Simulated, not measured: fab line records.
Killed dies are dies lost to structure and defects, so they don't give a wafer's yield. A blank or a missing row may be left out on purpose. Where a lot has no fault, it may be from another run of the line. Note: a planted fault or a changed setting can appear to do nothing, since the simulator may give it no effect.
Matching of chambers -- flow n5_finfet -- 4 sister chambers for N5_BEOL_M5_ETCH_61 on rie_diel-01
The step etches SiARC in CF4, target depth 15.6 nm, time 26 s. 8 wafers are shown with their chamber, then 9 later ones without.

== EACH WAFER AND ITS CHAMBER ==
wafer,chamber,showerhead_plenum_p_Torr (Torr),drypump_motor_current_A (A)
L083.2,2,2.14,5.5
L083.4,0,2.23,5.0
L084.1,1,2.21,5.2
L084.2,3,2.11,4.8
L084.4,2,2.14,5.6
L088.2,1,2.20,5.2
L088.3,0,2.22,5.0
L088.5,3,2.10,4.7

== WAFERS WITH NO CHAMBER GIVEN ==
wafer,showerhead_plenum_p_Torr (Torr),drypump_motor_current_A (A)
L095.2,2.22,5.0
L095.5,2.13,5.6
L095.6,2.10,4.7
L094.3,2.10,4.7
L094.4,2.13,5.5
L094.5,2.22,5.0
L096.1,2.22,5.0
L096.4,2.10,4.7
L096.5,2.10,4.7

== CHAMBER TAKEN BY EACH ==
wafer,from the rows above,in truth
L095.2,0,0
L095.5,2,2
L095.6,3,3
L094.3,3,3
L094.4,2,2
L094.5,0,0
L096.1,0,0
L096.4,3,3
L096.5,3,3
Correct placement for 9 of the 9. Left unplaced by these rows: 0. Placed wrongly: 0.
How it was worked out, from the rows above alone: a wafer's distance from a chamber is the root of the sum, over the readings, of the square of ((its reading less the chamber's mean) divided by the reading's scatter). If the next closest chamber is less than 2 further off than the closest, the wafer can't be placed; otherwise it belongs to the closest. The mean given for a chamber averages the wafers shown for that chamber. The scatter is the square root of a quotient: the sum, over the shown wafers, of each reading's squared deviation from its chamber's mean, divided by wafers minus chambers.
